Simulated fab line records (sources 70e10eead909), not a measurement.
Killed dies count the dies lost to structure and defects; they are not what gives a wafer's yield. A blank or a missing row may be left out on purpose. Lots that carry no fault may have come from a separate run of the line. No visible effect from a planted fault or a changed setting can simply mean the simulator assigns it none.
fab line records :: flow nandHarc
record:
  lots: 6
  wafers: 18
  lastDay: 32
route steps=1302 shown A_SOURCE_PLATE@416 A_ONON_D1@424 END@1302
lots that met no fault: taken from a fault-free run of the same line
startH: start of the lot's first displayed wafer, in hours after the record's first day :: waitH: how many hours have passed since the lot's step before this one :: " as in the row above :: L1.1+2: one row covering several wafers at once :: - value missing, or start not given :: * or withheld: withheld :: < > ~ a bound
route shown NAME@n: NAME is a module with steps in the file, n the number in the route of the first one :: usual: mean and standard deviation over wafers with no fault :: same: alike in all rows :: chamber/n: place in a boat :: sites: the reading at each site :: _std_site: standard deviation across them :: _edge_site: mean of outer sites minus mean of inner sites :: radiusMm: for every site, how far away it sits from the centre of the wafer :: mask NAME#n: copy n :: behind: the most recent tool/chamber to have shaped the wafer :: hold: why the lot went on hold/how many hours it stayed there/how the hold came to an end :: device: whichever transistor did not switch (one of n, p or np) :: end of line: the tests these same wafers got at the end of their route :: step lacking rows: just its recipe :: killed: count of dies lost to structure and defects at first sort (not the wafer's yield) :: map: per-die view of a wafer (x killed, . not killed, _ where there is no die)
set.NAME: the setting the step ran with; set.NAME@STEP: the setting that earlier step ran with :: model.NAME: the simulator's own value behind a step, which no gauge read
lots at some steps of the route; a table a step, a row a wafer
services: from which hour (startH, from the record's first day; less than 0 if before it) a tool's chamber was out of use, for how many hours, and why
== steps ==
step: NHARC_A_SOURCE_PLATE_THK_MEAS_09
recipe:
  thkMeasGauge: ellipsometry
usual:
  thkNm: 9.6/0.97
lot.wafer: L859.2
tool: filmMetro-01
chamber: -
startH: 221.42
waitH: 0.4
thkNm: 10.0

lot.wafer: L859.3
tool: filmMetro-01
chamber: -
startH: 221.42
waitH: 0.4
thkNm: 9.9

lot.wafer: L859.6
tool: filmMetro-01
chamber: -
startH: 221.42
waitH: 0.4
thkNm: 9.1

lot.wafer: L861.2
tool: filmMetro-01
chamber: -
startH: 243.61
waitH: 0.4
thkNm: 9.5

lot.wafer: L861.4
tool: filmMetro-01
chamber: -
startH: 243.61
waitH: 0.4
thkNm: 9.1

lot.wafer: L861.5
tool: filmMetro-01
chamber: -
startH: 243.61
waitH: 0.4
thkNm: 8.2

lot.wafer: L863.1
tool: filmMetro-02
chamber: -
startH: 258.82
waitH: 0.4
thkNm: 8.5

lot.wafer: L863.4
tool: filmMetro-02
chamber: -
startH: 258.82
waitH: 0.4
thkNm: 9.0

lot.wafer: L863.5
tool: filmMetro-02
chamber: -
startH: 258.82
waitH: 0.4
thkNm: 8.4

lot.wafer: L867.3
tool: filmMetro-01
chamber: -
startH: 297.76
waitH: 0.4
thkNm: 11.0

lot.wafer: L867.5
tool: filmMetro-01
chamber: -
startH: 297.76
waitH: 0.4
thkNm: 9.4

lot.wafer: L867.6
tool: filmMetro-01
chamber: -
startH: 297.76
waitH: 0.4
thkNm: 10.7

lot.wafer: L869.2
tool: filmMetro-02
chamber: -
startH: 330.31
waitH: 0.4
thkNm: 9.0

lot.wafer: L869.3
tool: filmMetro-02
chamber: -
startH: 330.31
waitH: 0.4
thkNm: 10.0

lot.wafer: L869.6
tool: filmMetro-02
chamber: -
startH: 330.31
waitH: 0.4
thkNm: 10.1

lot.wafer: L870.4
tool: filmMetro-01
chamber: -
startH: 337.25
waitH: 0.4
thkNm: 9.7

lot.wafer: L870.5
tool: filmMetro-01
chamber: -
startH: 337.25
waitH: 0.4
thkNm: 9.1

lot.wafer: L870.6
tool: filmMetro-01
chamber: -
startH: 337.25
waitH: 0.4
thkNm: 9.3
step: NHARC_A_SOURCE_PLATE_PVD_04
recipe:
  targetThkA: 500
  material: WSi2
step: NHARC_A_SOURCE_PLATE_CVD_03
recipe:
  targetThkA: 2000
  tempC: 620
  pressureMtorr: 200
  timeS: 4000
  material: poly-Si
step: NHARC_A_SOURCE_PLATE_ANNEAL_05
recipe:
  tempC: 850
  timeS: 1800
step: NHARC_A_SOURCE_PLATE_THK_MEAS_06
recipe:
  thkMeasGauge: ellipsometry
usual:
  thkNm: 200.4/1.9
lot.wafer: L859.2
tool: filmMetro-02
chamber: -
startH: 234.50
waitH: 0.4
thkNm: 200.8

lot.wafer: L859.3
tool: filmMetro-02
chamber: -
startH: 234.50
waitH: 0.4
thkNm: 200.0

lot.wafer: L859.6
tool: filmMetro-02
chamber: -
startH: 234.50
waitH: 0.4
thkNm: 199.9

lot.wafer: L861.2
tool: filmMetro-01
chamber: -
startH: 258.52
waitH: 0.4
thkNm: 200.4

lot.wafer: L861.4
tool: filmMetro-01
chamber: -
startH: 258.52
waitH: 0.4
thkNm: 201.4

lot.wafer: L861.5
tool: filmMetro-01
chamber: -
startH: 258.52
waitH: 0.4
thkNm: 202.9

lot.wafer: L863.1
tool: filmMetro-01
chamber: -
startH: 273.44
waitH: 0.4
thkNm: 206.4

lot.wafer: L863.4
tool: filmMetro-01
chamber: -
startH: 273.44
waitH: 0.4
thkNm: 201.1

lot.wafer: L863.5
tool: filmMetro-01
chamber: -
startH: 273.44
waitH: 0.4
thkNm: 204.0

lot.wafer: L867.3
tool: filmMetro-01
chamber: -
startH: 312.88
waitH: 0.4
thkNm: 199.1

lot.wafer: L867.5
tool: filmMetro-01
chamber: -
startH: 312.88
waitH: 0.4
thkNm: 199.1

lot.wafer: L867.6
tool: filmMetro-01
chamber: -
startH: 312.88
waitH: 0.4
thkNm: 201.6

lot.wafer: L869.2
tool: filmMetro-01
chamber: -
startH: 344.27
waitH: 0.4
thkNm: 198.6

lot.wafer: L869.3
tool: filmMetro-01
chamber: -
startH: 344.27
waitH: 0.4
thkNm: 198.4

lot.wafer: L869.6
tool: filmMetro-01
chamber: -
startH: 344.27
waitH: 0.4
thkNm: 198.2

lot.wafer: L870.4
tool: filmMetro-01
chamber: -
startH: 350.89
waitH: 0.4
thkNm: 198.0

lot.wafer: L870.5
tool: filmMetro-01
chamber: -
startH: 350.89
waitH: 0.4
thkNm: 194.9

lot.wafer: L870.6
tool: filmMetro-01
chamber: -
startH: 350.89
waitH: 0.4
thkNm: 196.8
step: NHARC_A_SOURCE_PLATE_INSPECT_08
usual:
  rawDefectCount: 57/25
lot.wafer: L859.2
tool: defectInspect-01
chamber: -
startH: 234.56
waitH: 0.0
rawDefectCount: 53

lot.wafer: L859.3
tool: defectInspect-01
chamber: -
startH: 234.56
waitH: 0.0
rawDefectCount: 50

lot.wafer: L859.6
tool: defectInspect-01
chamber: -
startH: 234.56
waitH: 0.0
rawDefectCount: 28

lot.wafer: L861.2
tool: defectInspect-01
chamber: -
startH: 258.58
waitH: 0.0
rawDefectCount: 74

lot.wafer: L861.4
tool: defectInspect-01
chamber: -
startH: 258.58
waitH: 0.0
rawDefectCount: 67

lot.wafer: L861.5
tool: defectInspect-01
chamber: -
startH: 258.58
waitH: 0.0
rawDefectCount: 94

lot.wafer: L863.1
tool: defectInspect-01
chamber: -
startH: 273.50
waitH: 0.0
rawDefectCount: 47

lot.wafer: L863.4
tool: defectInspect-01
chamber: -
startH: 273.50
waitH: 0.0
rawDefectCount: 46

lot.wafer: L863.5
tool: defectInspect-01
chamber: -
startH: 273.50
waitH: 0.0
rawDefectCount: 72

lot.wafer: L867.3
tool: defectInspect-02
chamber: -
startH: 312.98
waitH: 0.0
rawDefectCount: 59

lot.wafer: L867.5
tool: defectInspect-02
chamber: -
startH: 312.98
waitH: 0.0
rawDefectCount: 50

lot.wafer: L867.6
tool: defectInspect-02
chamber: -
startH: 312.98
waitH: 0.0
rawDefectCount: 75

lot.wafer: L869.2
tool: defectInspect-02
chamber: -
startH: 344.38
waitH: 0.0
rawDefectCount: 26

lot.wafer: L869.3
tool: defectInspect-02
chamber: -
startH: 344.38
waitH: 0.0
rawDefectCount: 35

lot.wafer: L869.6
tool: defectInspect-02
chamber: -
startH: 344.38
waitH: 0.0
rawDefectCount: 42

lot.wafer: L870.4
tool: defectInspect-02
chamber: -
startH: 350.99
waitH: 0.0
rawDefectCount: 48

lot.wafer: L870.5
tool: defectInspect-02
chamber: -
startH: 350.99
waitH: 0.0
rawDefectCount: 43

lot.wafer: L870.6
tool: defectInspect-02
chamber: -
startH: 350.99
waitH: 0.0
rawDefectCount: 48
step: NHARC_A_ONON_D1_DEP_00
recipe:
  targetThkA: 10000
  n2FlowSccm: 2750
  n2oFlowSccm: 2000
  nh3FlowSccm: 500
  sih4FlowSccm: 210
  tempC: 400
step: NHARC_A_ONON_D1_THK_MEAS_02
recipe:
  thkMeasGauge: ellipsometry
usual:
  thkNm: 1003/10
lot.wafer: L859.2
tool: filmMetro-01
chamber: -
startH: 235.14
waitH: -
thkNm: 1010

lot.wafer: L859.3
tool: filmMetro-01
chamber: -
startH: 235.14
waitH: -
thkNm: 1012

lot.wafer: L859.6
tool: filmMetro-01
chamber: -
startH: 235.14
waitH: -
thkNm: 1010

lot.wafer: L861.2
tool: filmMetro-02
chamber: -
startH: 259.16
waitH: -
thkNm: 991

lot.wafer: L861.4
tool: filmMetro-02
chamber: -
startH: 259.16
waitH: -
thkNm: 986

lot.wafer: L861.5
tool: filmMetro-02
chamber: -
startH: 259.16
waitH: -
thkNm: 987

lot.wafer: L863.1
tool: filmMetro-02
chamber: -
startH: 274.08
waitH: -
thkNm: 1005

lot.wafer: L863.4
tool: filmMetro-02
chamber: -
startH: 274.08
waitH: -
thkNm: 1007

lot.wafer: L863.5
tool: filmMetro-02
chamber: -
startH: 274.08
waitH: -
thkNm: 1007

lot.wafer: L867.3
tool: filmMetro-01
chamber: -
startH: 313.56
waitH: -
thkNm: 1005

lot.wafer: L867.5
tool: filmMetro-01
chamber: -
startH: 313.56
waitH: -
thkNm: 1005

lot.wafer: L867.6
tool: filmMetro-01
chamber: -
startH: 313.56
waitH: -
thkNm: 1004

lot.wafer: L869.2
tool: filmMetro-01
chamber: -
startH: 344.96
waitH: -
thkNm: 1006

lot.wafer: L869.3
tool: filmMetro-01
chamber: -
startH: 344.96
waitH: -
thkNm: 1007

lot.wafer: L869.6
tool: filmMetro-01
chamber: -
startH: 344.96
waitH: -
thkNm: 1008

lot.wafer: L870.4
tool: filmMetro-01
chamber: -
startH: 351.57
waitH: -
thkNm: 1015

lot.wafer: L870.5
tool: filmMetro-01
chamber: -
startH: 351.57
waitH: -
thkNm: 1013

lot.wafer: L870.6
tool: filmMetro-01
chamber: -
startH: 351.57
waitH: -
thkNm: 1013
step: NHARC_A_ONON_D1_DEP_03
recipe:
  targetThkA: 10000
  n2FlowSccm: 2750
  n2oFlowSccm: 2000
  nh3FlowSccm: 500
  sih4FlowSccm: 210
  tempC: 400
step: NHARC_A_ONON_D1_THK_MEAS_05
recipe:
  thkMeasGauge: ellipsometry
usual:
  thkNm: 1000/12
lot.wafer: L859.2
tool: filmMetro-01
chamber: -
startH: 235.71
waitH: -
thkNm: 997

lot.wafer: L859.3
tool: filmMetro-01
chamber: -
startH: 235.71
waitH: -
thkNm: 997

lot.wafer: L859.6
tool: filmMetro-01
chamber: -
startH: 235.71
waitH: -
thkNm: 996

lot.wafer: L861.2
tool: filmMetro-02
chamber: -
startH: 259.73
waitH: -
thkNm: 998

lot.wafer: L861.4
tool: filmMetro-02
chamber: -
startH: 259.73
waitH: -
thkNm: 998

lot.wafer: L861.5
tool: filmMetro-02
chamber: -
startH: 259.73
waitH: -
thkNm: 998

lot.wafer: L863.1
tool: filmMetro-01
chamber: -
startH: 274.65
waitH: -
thkNm: 986

lot.wafer: L863.4
tool: filmMetro-01
chamber: -
startH: 274.65
waitH: -
thkNm: 988

lot.wafer: L863.5
tool: filmMetro-01
chamber: -
startH: 274.65
waitH: -
thkNm: 987

lot.wafer: L867.3
tool: filmMetro-01
chamber: -
startH: 314.13
waitH: -
thkNm: 1024

lot.wafer: L867.5
tool: filmMetro-01
chamber: -
startH: 314.13
waitH: -
thkNm: 1026

lot.wafer: L867.6
tool: filmMetro-01
chamber: -
startH: 314.13
waitH: -
thkNm: 1026

lot.wafer: L869.2
tool: filmMetro-02
chamber: -
startH: 345.52
waitH: -
thkNm: 990

lot.wafer: L869.3
tool: filmMetro-02
chamber: -
startH: 345.52
waitH: -
thkNm: 990

lot.wafer: L869.6
tool: filmMetro-02
chamber: -
startH: 345.52
waitH: -
thkNm: 989

lot.wafer: L870.4
tool: filmMetro-01
chamber: -
startH: 352.14
waitH: -
thkNm: 992

lot.wafer: L870.5
tool: filmMetro-01
chamber: -
startH: 352.14
waitH: -
thkNm: 990

lot.wafer: L870.6
tool: filmMetro-01
chamber: -
startH: 352.14
waitH: -
thkNm: 988
step: NHARC_A_ONON_D1_DEP_06
recipe:
  targetThkA: 10000
  n2FlowSccm: 2750
  n2oFlowSccm: 2000
  nh3FlowSccm: 500
  sih4FlowSccm: 210
  tempC: 400
lot.wafer: L859.2+3+6
tool: pecvdOnon-01
chamber: 0
startH: 235.83
waitH: 0.1

lot.wafer: L861.2+4+5
tool: pecvdOnon-04
chamber: 0
startH: 259.84
waitH: 0.1

lot.wafer: L863.1+4+5
tool: pecvdOnon-04
chamber: 0
startH: 274.71
waitH: 0.1

lot.wafer: L867.3+5+6
tool: pecvdOnon-01
chamber: 0
startH: 314.30
waitH: 0.2

lot.wafer: L869.2+3+6
tool: pecvdOnon-01
chamber: 0
startH: 345.64
waitH: 0.1

lot.wafer: L870.4+5+6
tool: pecvdOnon-04
chamber: 0
startH: 352.37
waitH: 0.2
step: NHARC_A_ONON_D1_THK_MEAS_08
recipe:
  thkMeasGauge: ellipsometry
usual:
  thkNm: 1002/8.5
lot.wafer: L859.2
tool: filmMetro-02
chamber: -
startH: 236.29
waitH: -
hold: -
thkNm: 1000

lot.wafer: L859.3
tool: filmMetro-02
chamber: -
startH: 236.29
waitH: -
hold: -
thkNm: 1000

lot.wafer: L859.6
tool: filmMetro-02
chamber: -
startH: 236.29
waitH: -
hold: -
thkNm: 1000

lot.wafer: L861.2
tool: filmMetro-02
chamber: -
startH: 260.30
waitH: -
hold: awaitDispo/0.2h/release
thkNm: 1207

lot.wafer: L861.4
tool: filmMetro-02
chamber: -
startH: 260.30
waitH: -
hold: awaitDispo/0.2h/release
thkNm: 1209

lot.wafer: L861.5
tool: filmMetro-02
chamber: -
startH: 260.30
waitH: -
hold: awaitDispo/0.2h/release
thkNm: 1208

lot.wafer: L861.2
tool: filmMetro-02
chamber: -
startH: 260.47
waitH: 0.2
hold: -
thkNm: 1207

lot.wafer: L861.4
tool: filmMetro-02
chamber: -
startH: 260.47
waitH: 0.2
hold: -
thkNm: 1208

lot.wafer: L861.5
tool: filmMetro-02
chamber: -
startH: 260.47
waitH: 0.2
hold: -
thkNm: 1209

lot.wafer: L863.1
tool: filmMetro-01
chamber: -
startH: 275.22
waitH: -
hold: awaitDispo/0.2h/release
thkNm: 1199

lot.wafer: L863.4
tool: filmMetro-01
chamber: -
startH: 275.22
waitH: -
hold: awaitDispo/0.2h/release
thkNm: 1198

lot.wafer: L863.5
tool: filmMetro-01
chamber: -
startH: 275.22
waitH: -
hold: awaitDispo/0.2h/release
thkNm: 1200

lot.wafer: L863.1
tool: filmMetro-01
chamber: -
startH: 275.39
waitH: 0.2
hold: -
thkNm: 1197

lot.wafer: L863.4
tool: filmMetro-01
chamber: -
startH: 275.39
waitH: 0.2
hold: -
thkNm: 1199

lot.wafer: L863.5
tool: filmMetro-01
chamber: -
startH: 275.39
waitH: 0.2
hold: -
thkNm: 1198

lot.wafer: L867.3
tool: filmMetro-01
chamber: -
startH: 314.70
waitH: -
hold: -
thkNm: 1005

lot.wafer: L867.5
tool: filmMetro-01
chamber: -
startH: 314.70
waitH: -
hold: -
thkNm: 1004

lot.wafer: L867.6
tool: filmMetro-01
chamber: -
startH: 314.70
waitH: -
hold: -
thkNm: 1004

lot.wafer: L869.2
tool: filmMetro-01
chamber: -
startH: 346.09
waitH: -
hold: -
thkNm: 1010

lot.wafer: L869.3
tool: filmMetro-01
chamber: -
startH: 346.09
waitH: -
hold: -
thkNm: 1011

lot.wafer: L869.6
tool: filmMetro-01
chamber: -
startH: 346.09
waitH: -
hold: -
thkNm: 1008

lot.wafer: L870.4
tool: filmMetro-01
chamber: -
startH: 352.71
waitH: -
hold: -
thkNm: 995

lot.wafer: L870.5
tool: filmMetro-01
chamber: -
startH: 352.71
waitH: -
hold: -
thkNm: 996

lot.wafer: L870.6
tool: filmMetro-01
chamber: -
startH: 352.71
waitH: -
hold: -
thkNm: 995
step: NHARC_END_SORT_01
recipe:
  tempC: 25
usual:
  killedAtArray: 57/20
  killedAtOther: 1.0/1.5
  killedAtPeriphery: 3.5/2.5
  killedDies: 62/21
  killedOpen: 3.5/1.9
  killedShort: 2.4/1.6
same:
  grossDies: 677
lot.wafer: L861.2
tool: prober-02
chamber: 0
startH: 663.26
waitH: 2.8
killedAtArray: 668
killedAtOther: 2
killedAtPeriphery: 7
killedDies: 677
killedOpen: 5
killedShort: 2

lot.wafer: L861.4
tool: prober-02
chamber: 0
startH: 664.86
waitH: 3.4
killedAtArray: 670
killedAtOther: 3
killedAtPeriphery: 4
killedDies: 677
killedOpen: 5
killedShort: 3

lot.wafer: L861.5
tool: prober-02
chamber: 0
startH: 665.66
waitH: 3.7
killedAtArray: 669
killedAtOther: 4
killedAtPeriphery: 4
killedDies: 677
killedOpen: 5
killedShort: 1

lot.wafer: L863.1
tool: prober-02
chamber: 0
startH: 680.07
waitH: 2.5
killedAtArray: 673
killedAtOther: 0
killedAtPeriphery: 4
killedDies: 677
killedOpen: 2
killedShort: 2

lot.wafer: L863.4
tool: prober-02
chamber: 0
startH: 682.50
waitH: 3.4
killedAtArray: 672
killedAtOther: 1
killedAtPeriphery: 4
killedDies: 677
killedOpen: 7
killedShort: 2

lot.wafer: L863.5
tool: prober-02
chamber: 0
startH: 683.31
waitH: 3.7
killedAtArray: 669
killedAtOther: 1
killedAtPeriphery: 7
killedDies: 677
killedOpen: 5
killedShort: 2

lot.wafer: L870.4
tool: prober-01
chamber: 0
startH: 767.37
waitH: 3.4
killedAtArray: 63
killedAtOther: 1
killedAtPeriphery: 2
killedDies: 66
killedOpen: 1
killedShort: 7

lot.wafer: L870.5
tool: prober-01
chamber: 0
startH: 768.19
waitH: 3.7
killedAtArray: 70
killedAtOther: 0
killedAtPeriphery: 1
killedDies: 71
killedOpen: 2
killedShort: 2

lot.wafer: L870.6
tool: prober-01
chamber: 0
startH: 769.00
waitH: 4.1
killedAtArray: 61
killedAtOther: 1
killedAtPeriphery: 4
killedDies: 66
killedOpen: 1
killedShort: 2
killed by level:class
L861.2 A_ONON_D1:areaDep=589 A_CHANNEL_HOLE_D1:chamberFilmFlake=35 A_SLIT:chamberFilmFlake=26 A_CHANNEL_HOLE_D2:chamberFilmFlake=10 P_M0:geometricParticle:open=2 P_ZERO_WELL:chamberFilmFlake=2 A_CONTACT:chamberFilmFlake=2 THIN_TSV:chamberFilmFlake=2
L861.4 A_ONON_D1:areaDep=575 A_CHANNEL_HOLE_D1:chamberFilmFlake=31 A_SLIT:chamberFilmFlake=27 A_CHANNEL_HOLE_D2:chamberFilmFlake=17 A_CONTACT:chamberFilmFlake=11 THIN_TSV:chamberFilmFlake=3 A_ONON_D1:geometricParticle:short=2 A_STAIRCASE:chamberFilmFlake=2
L861.5 A_ONON_D1:areaDep=593 A_SLIT:chamberFilmFlake=27 A_CHANNEL_HOLE_D1:chamberFilmFlake=25 A_CHANNEL_HOLE_D2:chamberFilmFlake=12 A_CONTACT:chamberFilmFlake=5 THIN_TSV:chamberFilmFlake=4 A_STAIRCASE:chamberFilmFlake=3 P_M0:geometricParticle:open=1
L863.1 A_ONON_D1:areaDep=603 A_CHANNEL_HOLE_D1:chamberFilmFlake=32 A_CHANNEL_HOLE_D2:chamberFilmFlake=18 A_STAIRCASE:chamberFilmFlake=9 A_SLIT:chamberFilmFlake=3 P_M2:chamberFilmFlake=2 P_CONTACT:geometricParticle:open=1 A_CHANNEL_HOLE_D1:geometricParticle:open=1
L863.4 A_ONON_D1:areaDep=598 A_CHANNEL_HOLE_D1:chamberFilmFlake=37 A_CHANNEL_HOLE_D2:chamberFilmFlake=20 A_STAIRCASE:chamberFilmFlake=4 A_CONTACT:chamberFilmFlake=3 A_ONON_D2:geometricParticle:open=2 A_M1:geometricParticle:open=2 P_STI:chamberFilmFlake=2
L863.5 A_ONON_D1:areaDep=611 A_CHANNEL_HOLE_D1:chamberFilmFlake=24 A_CHANNEL_HOLE_D2:chamberFilmFlake=19 A_CONTACT:chamberFilmFlake=4 A_SLIT:chamberFilmFlake=3 P_M0:geometricParticle:open=2 A_STAIRCASE:chamberFilmFlake=2 P_CONTACT:geometricParticle:short=1
L870.4 A_CHANNEL_HOLE_D2:chamberFilmFlake=26 A_CHANNEL_HOLE_D1:chamberFilmFlake=10 A_STAIRCASE:chamberFilmFlake=7 A_CONTACT:chamberFilmFlake=6 A_SLIT:chamberFilmFlake=5 A_M1:chamberFilmFlake=2 P_M0:geometricParticle:short=1 A_ONON_D1:geometricParticle:open=1
L870.5 A_CHANNEL_HOLE_D2:chamberFilmFlake=32 A_CHANNEL_HOLE_D1:chamberFilmFlake=18 A_STAIRCASE:chamberFilmFlake=10 A_CONTACT:chamberFilmFlake=3 A_CHANNEL_FILL_D2:geometricParticle:short=1 A_WL_FILL:geometricParticle:short=1 A_WL_FILL:geometricParticle:open=1 A_BLC:geometricParticle:open=1
L870.6 A_CHANNEL_HOLE_D2:chamberFilmFlake=27 A_SLIT:chamberFilmFlake=11 A_CHANNEL_HOLE_D1:chamberFilmFlake=10 A_STAIRCASE:chamberFilmFlake=8 P_GATE:chamberFilmFlake=2 P_M0:geometricParticle:open=1 A_CHANNEL_FILL_D2:geometricParticle:short=1 A_M0:geometricParticle:short=1
map L861.2 (x killed, . not)
____________x____________
_________xxxxxxx_________
_______xxxxxxxxxxx_______
______xxxxxxxxxxxxx______
_____xxxxxxxxxxxxxxx_____
____xxxxxxxxxxxxxxxxx____
____xxxxxxxxxxxxxxxxx____
___xxxxxxxxxxxxxxxxxxx___
___xxxxxxxxxxxxxxxxxxx___
__xxxxxxxxxxxxxxxxxxxxx__
__xxxxxxxxxxxxxxxxxxxxx__
_xxxxxxxxxxxxxxxxxxxxxxx_
_xxxxxxxxxxxxxxxxxxxxxxx_
_xxxxxxxxxxxxxxxxxxxxxxx_
_xxxxxxxxxxxxxxxxxxxxxxx_
_xxxxxxxxxxxxxxxxxxxxxxx_
xxxxxxxxxxxxxxxxxxxxxxxxx
xxxxxxxxxxxxxxxxxxxxxxxxx
xxxxxxxxxxxxxxxxxxxxxxxxx
xxxxxxxxxxxxxxxxxxxxxxxxx
xxxxxxxxxxxxxxxxxxxxxxxxx
_xxxxxxxxxxxxxxxxxxxxxxx_
_xxxxxxxxxxxxxxxxxxxxxxx_
_xxxxxxxxxxxxxxxxxxxxxxx_
_xxxxxxxxxxxxxxxxxxxxxxx_
_xxxxxxxxxxxxxxxxxxxxxxx_
__xxxxxxxxxxxxxxxxxxxxx__
__xxxxxxxxxxxxxxxxxxxxx__
___xxxxxxxxxxxxxxxxxxx___
___xxxxxxxxxxxxxxxxxxx___
____xxxxxxxxxxxxxxxxx____
____xxxxxxxxxxxxxxxxx____
_____xxxxxxxxxxxxxxx_____
______xxxxxxxxxxxxx______
_______xxxxxxxxxxx_______
_________xxxxxxx_________
____________x____________
map L863.1 (x killed, . not)
____________x____________
_________xxxxxxx_________
_______xxxxxxxxxxx_______
______xxxxxxxxxxxxx______
_____xxxxxxxxxxxxxxx_____
____xxxxxxxxxxxxxxxxx____
____xxxxxxxxxxxxxxxxx____
___xxxxxxxxxxxxxxxxxxx___
___xxxxxxxxxxxxxxxxxxx___
__xxxxxxxxxxxxxxxxxxxxx__
__xxxxxxxxxxxxxxxxxxxxx__
_xxxxxxxxxxxxxxxxxxxxxxx_
_xxxxxxxxxxxxxxxxxxxxxxx_
_xxxxxxxxxxxxxxxxxxxxxxx_
_xxxxxxxxxxxxxxxxxxxxxxx_
_xxxxxxxxxxxxxxxxxxxxxxx_
xxxxxxxxxxxxxxxxxxxxxxxxx
xxxxxxxxxxxxxxxxxxxxxxxxx
xxxxxxxxxxxxxxxxxxxxxxxxx
xxxxxxxxxxxxxxxxxxxxxxxxx
xxxxxxxxxxxxxxxxxxxxxxxxx
_xxxxxxxxxxxxxxxxxxxxxxx_
_xxxxxxxxxxxxxxxxxxxxxxx_
_xxxxxxxxxxxxxxxxxxxxxxx_
_xxxxxxxxxxxxxxxxxxxxxxx_
_xxxxxxxxxxxxxxxxxxxxxxx_
__xxxxxxxxxxxxxxxxxxxxx__
__xxxxxxxxxxxxxxxxxxxxx__
___xxxxxxxxxxxxxxxxxxx___
___xxxxxxxxxxxxxxxxxxx___
____xxxxxxxxxxxxxxxxx____
____xxxxxxxxxxxxxxxxx____
_____xxxxxxxxxxxxxxx_____
______xxxxxxxxxxxxx______
_______xxxxxxxxxxx_______
_________xxxxxxx_________
____________x____________
== services ==
tool: pecvdOnon-01
chamber: -
startH: 269.02
hours: 13.0
kind: pm

tool: pecvdOnon-04
chamber: -
startH: 311.14
hours: 13.0
kind: pm
== key ==
firstSign:
  step: NHARC_A_ONON_D1_THK_MEAS_08
  reading: visit
  direction: added
effect:
  step: NHARC_A_ONON_D1_THK_MEAS_08
  reading: thkNm
  direction: up
  sigmas: 24
  usual: 1002
  struck: 1203
effect:
  step: NHARC_END_SORT_01
  reading: killedAtArray
  direction: up
  sigmas: 30
  usual: 57
  struck: 670
moreKillsBornAt:
  NHARC_A_ONON_D1_DEP_06@pecvdOnon-04: 3569
metAt NHARC_A_ONON_D1_DEP_06
struckWafers L861.2,L861.4,L861.5,L863.1,L863.4,L863.5
laterRowsLeftOut L861.2,L861.4,L861.5,L863.1,L863.4,L863.5
testerLeftOut L861,L863
fault:
  kind: processParameterDrift
  tool: pecvdOnon-04
  chamber: -
  onsetH: 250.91
  steps: NHARC_A_ONON_D1_DEP_06
  channel: targetThkA
  offset: *
  shape: step
  endH: 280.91
  actsIn: *
  stated: *
testerLeftOut: of these lots the tester's yield and bins aren't shown, on N5 and GAA mostly nor the transistor test; their killed dies are dies lost to structure and defects alone, not to doping, threshold or leakage, so they don't give the yield
laterRowsLeftOut: the simulator's readings of these wafers behind a module that went badly wrong aren't trusted and aren't shown, but for the sort
